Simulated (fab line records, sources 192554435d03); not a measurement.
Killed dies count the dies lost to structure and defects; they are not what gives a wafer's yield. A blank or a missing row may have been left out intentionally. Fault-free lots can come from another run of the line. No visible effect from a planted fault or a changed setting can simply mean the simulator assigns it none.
Split-lot study	flow n5Finfet	route with 1938 steps; 7 lots, 39 wafers read

SPLIT DETAILS
At N5_BEOL_M4_VIA_ETCH_34 (etches the open film in C4F6/O2, target depth 69.4 nm, time 65.9 s), the setting targetDepthA was moved away from the recipe's 694 angstrom on 12 of the 39 wafers read, by +41.8% to +57.8%. The other wafers ran this setting at the recipe's value.

The split's own step is where the reading is taken.

THE READING
SOC_of_BEOL_M4_COAT_67.thkNm (the simulator's own value, which no gauge read), in nm, at N5_BEOL_M4_VIA_ETCH_34 (etches the open film in C4F6/O2, target depth 69.4 nm, time 65.9 s). The file does not state a usual value for it. Average 52.0 nm, standard deviation 0.33 nm, over the 27 wafers here run with the recipe.

wafer	tool, chamber at the split	targetDepthA as run, angstrom	against the recipe	SOC_of_BEOL_M4_COAT_67.thkNm, nm	against lot-mates on the recipe
L074.1	rieDiel-03, 0	1000	+44.1%	47.8	-4.4
L074.2	rieDiel-03, 3	694	recipe	52.2	-
L074.3	rieDiel-03, 1	694	recipe	52.2	-
L074.4	rieDiel-03, 2	1000	+44.1%	48.6	-3.6
L074.5	rieDiel-03, 2	1000	+44.1%	48.8	-3.4
L074.6	rieDiel-03, 1	694	recipe	52.2	-
L078.1	rieDiel-06, 1	989.9	+42.6%	48.8	-3.2
L078.2	rieDiel-06, 0	694	recipe	51.6	-
L078.3	rieDiel-06, 2	989.9	+42.6%	49	-3.0
L078.4	rieDiel-06, 3	989.9	+42.6%	48.8	-3.2
L078.5	rieDiel-06, 2	694	recipe	52.4	-
L078.6	rieDiel-06, 1	694	recipe	52	-
L080.1	rieDiel-01, 1	983.9	+41.8%	49	-2.9
L080.2	rieDiel-01, 0	983.9	+41.8%	49	-2.9
L080.3	rieDiel-01, 3	694	recipe	51.8	-
L080.4	rieDiel-01, 2	694	recipe	51.8	-
L080.5	rieDiel-01, 1	694	recipe	52.2	-
L080.6	rieDiel-01, 2	983.9	+41.8%	48.4	-3.5
L083.1	rieDiel-03, 1	1095	+57.8%	47.2	-4.7
L083.2	rieDiel-03, 0	694	recipe	51.4	-
L083.3	rieDiel-03, 3	694	recipe	52	-
L083.4	rieDiel-03, 2	1095	+57.8%	47.6	-4.3
L083.5	rieDiel-03, 2	694	recipe	52.2	-
L083.6	rieDiel-03, 1	1095	+57.8%	47.4	-4.5
L092.1	rieDiel-01, 0	694	recipe	52	-
L092.2	rieDiel-01, 1	694	recipe	52	-
L092.3	rieDiel-01, 2	694	recipe	51.8	-
L092.4	rieDiel-01, 2	694	recipe	51.6	-
L092.5	rieDiel-01, 1	694	recipe	52.2	-
L092.6	rieDiel-01, 0	694	recipe	52.2	-
L090.1	rieDiel-06, 3	694	recipe	51.8	-
L090.2	rieDiel-06, 1	694	recipe	51.2	-
L090.3	rieDiel-06, 0	694	recipe	51.2	-
L090.4	rieDiel-06, 2	694	recipe	52.4	-
L090.5	rieDiel-06, 2	694	recipe	52.2	-
L090.6	rieDiel-06, 3	694	recipe	51.8	-
L095.1	rieDiel-03, 3	694	recipe	52.2	-
L095.3	rieDiel-03, 2	694	recipe	52.2	-
L095.5	rieDiel-03, 3	694	recipe	52.2	-

FIT RESULTS
A straight line over all 39 wafers: SOC_of_BEOL_M4_COAT_67.thkNm changes by -0.0775 nm for each +1% of targetDepthA; r = -0.98; the points scatter about the line by 0.33 nm.
The same after taking each lot's own level away (the mean of its wafers on the recipe; 39 wafers): -0.078 nm for each +1%; r = -0.98; scatter 0.32 nm.
Per that fit: largest targetDepthA move, reading shift of 4.5 nm.
From 51.77 to 52.20 nm: that is the span of the lots' own levels, equal to 1.3 times the standard deviation above.
So the lot-to-lot level changes the slope little: the two slopes agree.
Check: with one of the wafers moved furthest among these (+57.8%) left out of the fit, the line predicts -4.48 nm for it against its lot-mates. Against them it came out at -4.67 nm.

THE OTHER SPLITS THESE WAFERS WENT THROUGH
Before the reading, these wafers also passed through other splits. Each is held against what the fit with the lots' levels taken away leaves over:
other split on the same wafers	wafers away from the commonest value	r with SOC_of_BEOL_M4_COAT_67.thkNm (lot level and that fit taken away)
N5_FIN_SAQP_SPACER2_ALD_28 targetThkA	12	-0.06
N5_HKMG_FIN_HK_ALD_01 aldCycles	15	+0.00
N5_GATE_CUT_DESCUM_18 timeS	9	+0.10
N5_MOL_CONTACT_COAG_PRECLEAN_111 timeS	15	-0.05
N5_BEOL_M3_ALD_98 aldCycles	12	+0.07

THE WHOLE CHAIN: every reading that the file lists as answering this split, in the file's order
step	what it does	reading	change (the file's fit)	r (the file's)
N5_BEOL_M4_VIA_ETCH_34	etches the open film in C4F6/O2, target depth 69.4 nm, time 65.9 s	etch.depthNm (the simulator's own value, which no gauge read)	+0.667 nm for each +1% of the setting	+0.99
N5_BEOL_M4_VIA_ETCH_34	etches the open film in C4F6/O2, target depth 69.4 nm, time 65.9 s	SOC_of_BEOL_M4_COAT_67.thkNm (the simulator's own value, which no gauge read)	-0.078 nm for each +1% of the setting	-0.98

FILE'S OWN FIT
SOC_of_BEOL_M4_COAT_67.thkNm changes by -0.078 nm for each +1% of targetDepthA, r = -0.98.
